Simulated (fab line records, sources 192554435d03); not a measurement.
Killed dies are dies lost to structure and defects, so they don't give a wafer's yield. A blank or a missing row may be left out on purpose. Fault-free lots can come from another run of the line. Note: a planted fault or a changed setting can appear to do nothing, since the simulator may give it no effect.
Split-lot study || flow n5Finfet || 39 wafers read from 7 lots, route of 1938 steps

## ABOUT THE SPLIT
At N5_SD_EPI_P_EPI_21 (deposits SiGe:B, time 355 s), the setting epiGrowthTimeS was moved away from the recipe's 355 s on 12 of the 39 wafers read, by -7.9% to +8.9%. The other wafers ran this setting at the recipe's value.

## FROM THE SPLIT TO THE READING: what the file shows between them, 5 steps
- N5_SD_EPI_P_HM_STRIP_48: strips SiNx in H3PO4, material SiNx, target depth 3 nm
- N5_SD_EPI_P_SRD_49: time 30 s
- N5_SD_EPI_P_PRECLEAN_24: cleans in O3/DIW, time 45 s
- N5_SD_ACTIVATION_RTA_00: time 0 s
- N5_SD_ACTIVATION_LSA_01: time 0.0008 s

## THE READING
RS_SD_P, in ohm/sq, at N5_SD_ACTIVATION_RS_MEAS_03 (measures by four-point-probe). Fault-free wafers of this fab line usually give 56.1 ohm/sq, standard deviation 0.97 ohm/sq.

{"wafer": "L074.1", "tool, chamber at the split": "epiRpcvd-03, 0", "epiGrowthTimeS as run, s": 355, "against the recipe": "recipe", "RS_SD_P, ohm/sq": 54.9, "against lot-mates on the recipe": "-"}
{"wafer": "L074.2", "tool, chamber at the split": "epiRpcvd-03, 0", "epiGrowthTimeS as run, s": 326.9, "against the recipe": "-7.9%", "RS_SD_P, ohm/sq": 57.8, "against lot-mates on the recipe": "+2.1"}
{"wafer": "L074.3", "tool, chamber at the split": "epiRpcvd-03, 0", "epiGrowthTimeS as run, s": 326.9, "against the recipe": "-7.9%", "RS_SD_P, ohm/sq": 58.0, "against lot-mates on the recipe": "+2.3"}
{"wafer": "L074.4", "tool, chamber at the split": "epiRpcvd-03, 0", "epiGrowthTimeS as run, s": 355, "against the recipe": "recipe", "RS_SD_P, ohm/sq": 56.0, "against lot-mates on the recipe": "-"}
{"wafer": "L074.5", "tool, chamber at the split": "epiRpcvd-03, 0", "epiGrowthTimeS as run, s": 326.9, "against the recipe": "-7.9%", "RS_SD_P, ohm/sq": 58.9, "against lot-mates on the recipe": "+3.2"}
{"wafer": "L074.6", "tool, chamber at the split": "epiRpcvd-03, 0", "epiGrowthTimeS as run, s": 355, "against the recipe": "recipe", "RS_SD_P, ohm/sq": 56.2, "against lot-mates on the recipe": "-"}
{"wafer": "L081.1", "tool, chamber at the split": "epiRpcvd-01, 0", "epiGrowthTimeS as run, s": 386.7, "against the recipe": "+8.9%", "RS_SD_P, ohm/sq": 53.7, "against lot-mates on the recipe": -3.1}
{"wafer": "L081.2", "tool, chamber at the split": "epiRpcvd-01, 0", "epiGrowthTimeS as run, s": 386.7, "against the recipe": "+8.9%", "RS_SD_P, ohm/sq": 53.6, "against lot-mates on the recipe": -3.2}
{"wafer": "L081.3", "tool, chamber at the split": "epiRpcvd-01, 0", "epiGrowthTimeS as run, s": 355, "against the recipe": "recipe", "RS_SD_P, ohm/sq": 56.7, "against lot-mates on the recipe": "-"}
{"wafer": "L081.4", "tool, chamber at the split": "epiRpcvd-01, 0", "epiGrowthTimeS as run, s": 386.7, "against the recipe": "+8.9%", "RS_SD_P, ohm/sq": 52.9, "against lot-mates on the recipe": -3.9}
{"wafer": "L081.5", "tool, chamber at the split": "epiRpcvd-01, 0", "epiGrowthTimeS as run, s": 355, "against the recipe": "recipe", "RS_SD_P, ohm/sq": 57.1, "against lot-mates on the recipe": "-"}
{"wafer": "L081.6", "tool, chamber at the split": "epiRpcvd-01, 0", "epiGrowthTimeS as run, s": 355, "against the recipe": "recipe", "RS_SD_P, ohm/sq": 56.6, "against lot-mates on the recipe": "-"}
{"wafer": "L085.1", "tool, chamber at the split": "epiRpcvd-03, 0", "epiGrowthTimeS as run, s": 355, "against the recipe": "recipe", "RS_SD_P, ohm/sq": 56.2, "against lot-mates on the recipe": "-"}
{"wafer": "L085.2", "tool, chamber at the split": "epiRpcvd-03, 0", "epiGrowthTimeS as run, s": 355, "against the recipe": "recipe", "RS_SD_P, ohm/sq": 56.0, "against lot-mates on the recipe": "-"}
{"wafer": "L085.3", "tool, chamber at the split": "epiRpcvd-03, 0", "epiGrowthTimeS as run, s": 355, "against the recipe": "recipe", "RS_SD_P, ohm/sq": 55.3, "against lot-mates on the recipe": "-"}
{"wafer": "L085.4", "tool, chamber at the split": "epiRpcvd-03, 0", "epiGrowthTimeS as run, s": 355, "against the recipe": "recipe", "RS_SD_P, ohm/sq": 56.1, "against lot-mates on the recipe": "-"}
{"wafer": "L085.5", "tool, chamber at the split": "epiRpcvd-03, 0", "epiGrowthTimeS as run, s": 355, "against the recipe": "recipe", "RS_SD_P, ohm/sq": 55.5, "against lot-mates on the recipe": "-"}
{"wafer": "L085.6", "tool, chamber at the split": "epiRpcvd-03, 0", "epiGrowthTimeS as run, s": 355, "against the recipe": "recipe", "RS_SD_P, ohm/sq": 56.6, "against lot-mates on the recipe": "-"}
{"wafer": "L089.1", "tool, chamber at the split": "epiRpcvd-01, 0", "epiGrowthTimeS as run, s": 339.7, "against the recipe": "-4.3%", "RS_SD_P, ohm/sq": 58.2, "against lot-mates on the recipe": "+2.4"}
{"wafer": "L089.2", "tool, chamber at the split": "epiRpcvd-01, 0", "epiGrowthTimeS as run, s": 355, "against the recipe": "recipe", "RS_SD_P, ohm/sq": 55.8, "against lot-mates on the recipe": "-"}
{"wafer": "L089.3", "tool, chamber at the split": "epiRpcvd-01, 0", "epiGrowthTimeS as run, s": 355, "against the recipe": "recipe", "RS_SD_P, ohm/sq": 56.0, "against lot-mates on the recipe": "-"}
{"wafer": "L089.4", "tool, chamber at the split": "epiRpcvd-01, 0", "epiGrowthTimeS as run, s": 339.7, "against the recipe": "-4.3%", "RS_SD_P, ohm/sq": 56.9, "against lot-mates on the recipe": "+1.1"}
{"wafer": "L089.5", "tool, chamber at the split": "epiRpcvd-01, 0", "epiGrowthTimeS as run, s": 339.7, "against the recipe": "-4.3%", "RS_SD_P, ohm/sq": 57.7, "against lot-mates on the recipe": "+1.9"}
{"wafer": "L089.6", "tool, chamber at the split": "epiRpcvd-01, 0", "epiGrowthTimeS as run, s": 355, "against the recipe": "recipe", "RS_SD_P, ohm/sq": 55.6, "against lot-mates on the recipe": "-"}
{"wafer": "L090.2", "tool, chamber at the split": "epiRpcvd-04, 0", "epiGrowthTimeS as run, s": 355, "against the recipe": "recipe", "RS_SD_P, ohm/sq": 59.0, "against lot-mates on the recipe": "-"}
{"wafer": "L090.3", "tool, chamber at the split": "epiRpcvd-04, 0", "epiGrowthTimeS as run, s": 355, "against the recipe": "recipe", "RS_SD_P, ohm/sq": 58.7, "against lot-mates on the recipe": "-"}
{"wafer": "L090.4", "tool, chamber at the split": "epiRpcvd-04, 0", "epiGrowthTimeS as run, s": 355, "against the recipe": "recipe", "RS_SD_P, ohm/sq": 58.8, "against lot-mates on the recipe": "-"}
{"wafer": "L094.1", "tool, chamber at the split": "epiRpcvd-03, 0", "epiGrowthTimeS as run, s": 342.3, "against the recipe": "-3.6%", "RS_SD_P, ohm/sq": 57.2, "against lot-mates on the recipe": "+1.5"}
{"wafer": "L094.2", "tool, chamber at the split": "epiRpcvd-03, 0", "epiGrowthTimeS as run, s": 342.3, "against the recipe": "-3.6%", "RS_SD_P, ohm/sq": 56.3, "against lot-mates on the recipe": "+0.6"}
{"wafer": "L094.3", "tool, chamber at the split": "epiRpcvd-03, 0", "epiGrowthTimeS as run, s": 355, "against the recipe": "recipe", "RS_SD_P, ohm/sq": 55.5, "against lot-mates on the recipe": "-"}
{"wafer": "L094.4", "tool, chamber at the split": "epiRpcvd-03, 0", "epiGrowthTimeS as run, s": 355, "against the recipe": "recipe", "RS_SD_P, ohm/sq": 56.4, "against lot-mates on the recipe": "-"}
{"wafer": "L094.5", "tool, chamber at the split": "epiRpcvd-03, 0", "epiGrowthTimeS as run, s": 355, "against the recipe": "recipe", "RS_SD_P, ohm/sq": 55.1, "against lot-mates on the recipe": "-"}
{"wafer": "L094.6", "tool, chamber at the split": "epiRpcvd-03, 0", "epiGrowthTimeS as run, s": 342.3, "against the recipe": "-3.6%", "RS_SD_P, ohm/sq": 56.6, "against lot-mates on the recipe": "+0.9"}
{"wafer": "L095.1", "tool, chamber at the split": "epiRpcvd-01, 0", "epiGrowthTimeS as run, s": 355, "against the recipe": "recipe", "RS_SD_P, ohm/sq": 56.0, "against lot-mates on the recipe": "-"}
{"wafer": "L095.2", "tool, chamber at the split": "epiRpcvd-01, 0", "epiGrowthTimeS as run, s": 355, "against the recipe": "recipe", "RS_SD_P, ohm/sq": 54.9, "against lot-mates on the recipe": "-"}
{"wafer": "L095.3", "tool, chamber at the split": "epiRpcvd-01, 0", "epiGrowthTimeS as run, s": 355, "against the recipe": "recipe", "RS_SD_P, ohm/sq": 54.9, "against lot-mates on the recipe": "-"}
{"wafer": "L095.4", "tool, chamber at the split": "epiRpcvd-01, 0", "epiGrowthTimeS as run, s": 355, "against the recipe": "recipe", "RS_SD_P, ohm/sq": 55.1, "against lot-mates on the recipe": "-"}
{"wafer": "L095.5", "tool, chamber at the split": "epiRpcvd-01, 0", "epiGrowthTimeS as run, s": 355, "against the recipe": "recipe", "RS_SD_P, ohm/sq": 54.6, "against lot-mates on the recipe": "-"}
{"wafer": "L095.6", "tool, chamber at the split": "epiRpcvd-01, 0", "epiGrowthTimeS as run, s": 355, "against the recipe": "recipe", "RS_SD_P, ohm/sq": 56.2, "against lot-mates on the recipe": "-"}

FIT RESULTS
A straight line over all 39 wafers: RS_SD_P changes by -0.286 ohm/sq for each +1% of epiGrowthTimeS; r = -0.72; the points scatter about the line by 1 ohm/sq.
The same after taking each lot's own level away (the mean of its wafers on the recipe; 39 wafers): -0.358 ohm/sq for each +1%; r = -0.94; scatter 0.48 ohm/sq.
That fit puts the effect of the largest move of epiGrowthTimeS on the reading at 3.2 ohm/sq.
The span of the lots' own levels, 55.28 to 58.83 ohm/sq, comes to 3.7 times the standard deviation stated above.
So the lot-to-lot level blurs the effect unless lot-mates are compared.
Check: -3.26 ohm/sq against its lot-mates is what the line predicts for one of the wafers moved furthest among these (+8.9%) when that wafer is left out of the fit. It came out at -3.1 ohm/sq against them.

## FURTHER SPLITS ON THESE WAFERS
Other splits were also applied to these wafers ahead of the reading. Each is held against what the fit with the lots' levels taken away leaves over:
{"other split on the same wafers": "N5_DUMMY_GATE_EXPOSE_12 doseMj", "wafers away from the commonest value": 12, "r with RS_SD_P (lot level and that fit taken away)": "+0.14"}
{"other split on the same wafers": "N5_DUMMY_GATE_ETCH_32 timeS", "wafers away from the commonest value": 15, "r with RS_SD_P (lot level and that fit taken away)": -0.05}
{"other split on the same wafers": "N5_SD_EPI_N_ETCH_35 timeS", "wafers away from the commonest value": 9, "r with RS_SD_P (lot level and that fit taken away)": -0.08}
{"other split on the same wafers": "N5_SD_EPI_N_LINER_46 targetThkA", "wafers away from the commonest value": 12, "r with RS_SD_P (lot level and that fit taken away)": "+0.09"}

## THE WHOLE CHAIN: every reading that the file lists as answering this split, in the file's order
{"step": "N5_SD_EPI_P_EPI_21", "what it does": "deposits SiGe:B, time 355 s", "reading": "SiGe-B_of_SD_EPI_P_EPI_21.thkNm (the simulator's own value, which no gauge read)", "change (the file's fit)": "+0.425 nm for each +1% of the setting", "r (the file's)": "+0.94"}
{"step": "N5_SD_EPI_P_HM_STRIP_48", "what it does": "strips SiNx in H3PO4, material SiNx, target depth 3 nm", "reading": "SiGe-B_of_SD_EPI_P_EPI_21.thkNm (the simulator's own value, which no gauge read)", "change (the file's fit)": "+0.433 nm for each +1% of the setting", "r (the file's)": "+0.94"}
{"step": "N5_SD_ACTIVATION_RS_MEAS_03", "what it does": "measures by four-point-probe", "reading": "RS_SD_P", "change (the file's fit)": "-0.355 for each +1% of the setting", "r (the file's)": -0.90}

## THE FILE'S OWN FIT
RS_SD_P changes by -0.355 ohm/sq for each +1% of epiGrowthTimeS, r = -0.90.
